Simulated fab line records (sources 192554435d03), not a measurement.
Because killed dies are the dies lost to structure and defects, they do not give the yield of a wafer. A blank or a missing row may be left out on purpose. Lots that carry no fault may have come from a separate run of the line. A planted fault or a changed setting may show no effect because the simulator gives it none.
Matching of chambers	flow n5_finfet	cmp-04 running N5_ILD0_CMP_12: 4 sister chambers
The step polishes SiNx, stops on poly-Si, t overpolish 6 s, target thk 17.67 nm. 8 wafers are shown with their chamber, then 8 later ones without.

## WAFERS WITH THEIR CHAMBER
wafer	chamber	motor_current_A (A)	overpolish_run_s (s)
L074.3	2	8.6	5.999
L077.2	2	8.5	5.991
L077.4	3	9.2	6.005
L078.6	1	11.0	5.994
L079.2	3	9.6	6.007
L079.3	1	11.2	5.994
L079.5	0	8.9	6.006
L080.2	0	8.9	5.986

## WAFERS MISSING THEIR CHAMBER
wafer	motor_current_A (A)	overpolish_run_s (s)
L080.3	8.9	6.005
L080.6	9.2	6.006
L082.1	10.8	6.001
L082.3	9.2	6.012
L082.6	11.2	5.981
L088.1	8.1	5.998
L088.2	9.2	5.975
L088.4	9.3	5.987

## EACH ONE'S CHAMBER
wafer	from the rows above	in truth
L080.3	can't be placed: 0 or 2 or 3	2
L080.6	can't be placed: 3 or 0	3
L082.1	1	1
L082.3	can't be placed: 3 or 0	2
L082.6	1	1
L088.1	2	2
L088.2	can't be placed: 0 or 3 or 2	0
L088.4	can't be placed: 3 or 0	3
Correctly placed: 3 of 8. From these rows, 5 cannot be placed; in 4 the true chamber is one of the candidates. Wrongly placed: 0.
How it was worked out, from the rows above alone: a wafer's distance from a chamber is the root of the sum, over the readings, of the square of ((its reading less the chamber's mean) divided by the reading's scatter). If the next closest chamber is less than 2 further off than the closest, the wafer can't be placed; otherwise it belongs to the closest. A chamber's mean is the mean of its shown wafers. The scatter: the root of (the sum of the squares of (reading less its chamber's mean) over the shown wafers, divided by (wafers less chambers)).
